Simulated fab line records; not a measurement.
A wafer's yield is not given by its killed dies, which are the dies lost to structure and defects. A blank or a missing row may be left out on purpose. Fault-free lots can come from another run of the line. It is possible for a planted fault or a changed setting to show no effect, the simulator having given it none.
A lot that was struck, set against a sound lot || flow nand harc || 18 steps out of a route of 1302
Sound: wafers L344.1, L344.4, L344.6. Struck: wafers L352.2, L352.5, L352.6. The cause is named last.
For every step that has rows: the tool of each side, followed by ch and its chambers, followed by its first start. Under that, the readings that differ: sound wafers || struck wafers || difference of the means || sigmas: that difference in standard deviations of wafers without a fault.
alike: words and numbers the same on both sides, and readings whose means are apart by under 2 such deviations; not compared: readings that were withheld, readings missing a value for some wafer, numbers with overlapping values and no deviation given by the record, and bounds like >300 which may hide the same value.
The two part at a step that has a row with sigmas, a row that says differs or no value, or rows on one side only. Numbers that have no deviation but don't overlap get no sigmas and don't part them. Lack of a reading on every wafer of one side parts them only where that side has two or more wafers.

first, 2 steps without rows for these wafers: NHARC_P_STI_SRD_39; NHARC_P_STI_OXIDE_40 (material SiO2, target thk 10 nm, ox time 1362 s).
NHARC_P_STI_INSPECT_25:
  sound: defect inspect-02 at day 6 01:29; struck: defect inspect-01 at day 9 22:37
  alike: raw defect count
then, 9 steps without rows for these wafers: NHARC_P_GATE_ETCH_69 (etches SiO2 in dHF, target depth 14 nm); NHARC_P_GATE_PRECLEAN_70 (cleans in SC1); NHARC_P_GATE_SRD_01; NHARC_P_GATE_OXIDE_02 (material SiO2, target thk 37.5 nm, ox time 365 s); NHARC_P_GATE_DEHYDRATE_03 (time 120 s); NHARC_P_GATE_HMDS_04 (time 30 s); NHARC_P_GATE_COAT_05; NHARC_P_GATE_SOFTBAKE_06 (time 95 s); NHARC_P_GATE_EBR_07.
NHARC_P_GATE_EXPOSE_08: exposes mask P HV.
  sound on krf scanner-04 ch 0, day 6 09:45; struck on krf scanner-03 ch 0, day 10 07:11
{"reading": "mask", "sound": "P_HV#0 P_HV#0 P_HV#0", "struck": "P_NSD#0 P_NSD#0 P_NSD#0", "difference": "differs", "sigmas": ""}
then, 2 steps without rows for these wafers: NHARC_P_GATE_PEB_09 (peb time 85 s); NHARC_P_GATE_DEVELOP_10 (time 70 s).
NHARC_P_GATE_CD_MEAS_11 targets a cd of 1640 nm.
  sound on cd sem-01 ch 0, day 6 09:55; struck on cd sem-02 ch 0, day 10 07:21
{"reading": "cd nm (nm)", "sound": "1641.2 1638.6 1643.7", "struck": "- - -", "difference": "no value on the struck wafers", "sigmas": ""}
then, 1 step without rows for these wafers: NHARC_P_GATE_HARDBAKE_12 (time 80 s).
-- the record jumps here: 20 days lie between the struck wafers' starts before and after (it left off in module P_GATE and takes up again in module END, whose first step shown is number 1302 of the route) --
NHARC_END_SORT_01:
  sound on prober-02 ch 0, day 26 03:54; struck on prober-01 ch 0, day 29 20:13
{"reading": "hold", "sound": "- - -", "struck": "await dispo/7.3h/scrap await dispo/7.3h/scrap await dispo/7.3h/scrap", "difference": "no value on the sound wafers", "sigmas": ""}
{"reading": "killed at periphery", "sound": "2 0 1", "struck": "629 616 629", "difference": "+624", "sigmas": "+99 or more"}
{"reading": "killed dies", "sound": "37 23 41", "struck": "677 677 677", "difference": "+643", "sigmas": "+38"}
  alike: killed at array, killed at other, killed open, killed short

== WHERE THEY PART ==
First at NHARC_P_GATE_EXPOSE_08; last, within this record, at NHARC_END_SORT_01.

WHY: the cause the simulator had injected
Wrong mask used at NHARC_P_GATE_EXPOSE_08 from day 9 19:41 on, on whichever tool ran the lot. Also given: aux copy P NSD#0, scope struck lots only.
